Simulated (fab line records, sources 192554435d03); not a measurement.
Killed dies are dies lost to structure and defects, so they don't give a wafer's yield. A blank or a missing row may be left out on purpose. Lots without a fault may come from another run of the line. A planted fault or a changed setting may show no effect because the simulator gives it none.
Chamber matching | flow n5_finfet | N5_BEOL_M3_DEP_57 on pecvd-03: 3 sister chambers
The step deposits SiCN from 3MS/NH3, target thk 8 nm, time 14 s. 22 wafers are shown with their chamber, then 11 later ones without.

WAFERS WITH THEIR CHAMBER
wafer  | chamber | showerhead_vpp_V (V) | showerhead_plenum_p_Torr (Torr) | throttle_valve_pct (%)
L074.2 | 2       | 852                  | 3.672                           | 8.5
L074.3 | 0       | 825                  | 3.678                           | 10.1
L074.4 | 2       | 848                  | 3.666                           | 8.8
L075.4 | 1       | 911                  | 3.647                           | 9.0
L075.5 | 0       | 834                  | 3.685                           | 9.7
L075.6 | 2       | 856                  | 3.671                           | 8.8
L078.2 | 0       | 820                  | 3.672                           | 9.9
L078.3 | 2       | 875                  | 3.661                           | 8.8
L078.4 | 1       | 917                  | 3.647                           | 9.1
L080.1 | 1       | 904                  | 3.643                           | 9.2
L080.3 | 2       | 868                  | 3.683                           | 8.8
L080.4 | 2       | 863                  | 3.667                           | 8.8
L081.1 | 1       | 900                  | 3.650                           | 9.6
L081.3 | 0       | 830                  | 3.672                           | 9.4
L081.6 | 0       | 824                  | 3.679                           | 9.9
L082.1 | 0       | 809                  | 3.674                           | 9.6
L082.3 | 1       | 904                  | 3.649                           | 9.1
L082.4 | 2       | 864                  | 3.666                           | 8.7
L088.1 | 2       | 850                  | 3.675                           | 8.7
L088.5 | 2       | 853                  | 3.667                           | 8.9
L088.6 | 1       | 904                  | 3.645                           | 9.2
L091.2 | 1       | 896                  | 3.654                           | 9.2

SIGNATURES (means of the wafers above)
reading                  | chamber 0 | chamber 1 | chamber 2 | scatter within a chamber
showerhead_vpp_V         | 823.67    | 905.14    | 858.78    | 8.4
showerhead_plenum_p_Torr | 3.67667   | 3.64786   | 3.66978   | 0.0053
throttle_valve_pct       | 9.767     | 9.200     | 8.756     | 0.183
Rule: a wafer's distance from a chamber is the root of the sum, over the readings, of the square of ((its reading less the chamber's mean) divided by the reading's scatter). The wafer belongs to the nearest chamber; if the next one is less than 2 further off, it can't be placed. The scatter: the root of (the sum of the squares of (reading less its chamber's mean) over the shown wafers, divided by (wafers less chambers)).

WAFERS WITHOUT THEIR CHAMBER
wafer  | showerhead_vpp_V (V) | showerhead_plenum_p_Torr (Torr) | throttle_valve_pct (%)
L091.5 | 840                  | 3.666                           | 8.7
L091.6 | 821                  | 3.675                           | 10.0
L095.2 | 849                  | 3.669                           | 8.8
L095.5 | 822                  | 3.683                           | 9.9
L095.6 | 899                  | 3.648                           | 9.1
L096.4 | 892                  | 3.659                           | 9.2
L096.5 | 818                  | 3.680                           | 10.2
L096.6 | 854                  | 3.664                           | 8.9
L097.2 | 891                  | 3.642                           | 9.2
L097.4 | 908                  | 3.645                           | 9.0
L097.6 | 827                  | 3.678                           | 10.0

WHICH CHAMBER EACH WENT THROUGH
wafer  | from the rows above | in truth
L091.5 | 2                   | 2
L091.6 | 0                   | 0
L095.2 | 2                   | 2
L095.5 | 0                   | 0
L095.6 | 1                   | 1
L096.4 | 1                   | 1
L096.5 | 0                   | 0
L096.6 | 2                   | 2
L097.2 | 1                   | 1
L097.4 | 1                   | 1
L097.6 | 0                   | 0
Placed correctly: 11 of 11. Can't be placed from these rows: 0. Placed wrongly: 0.
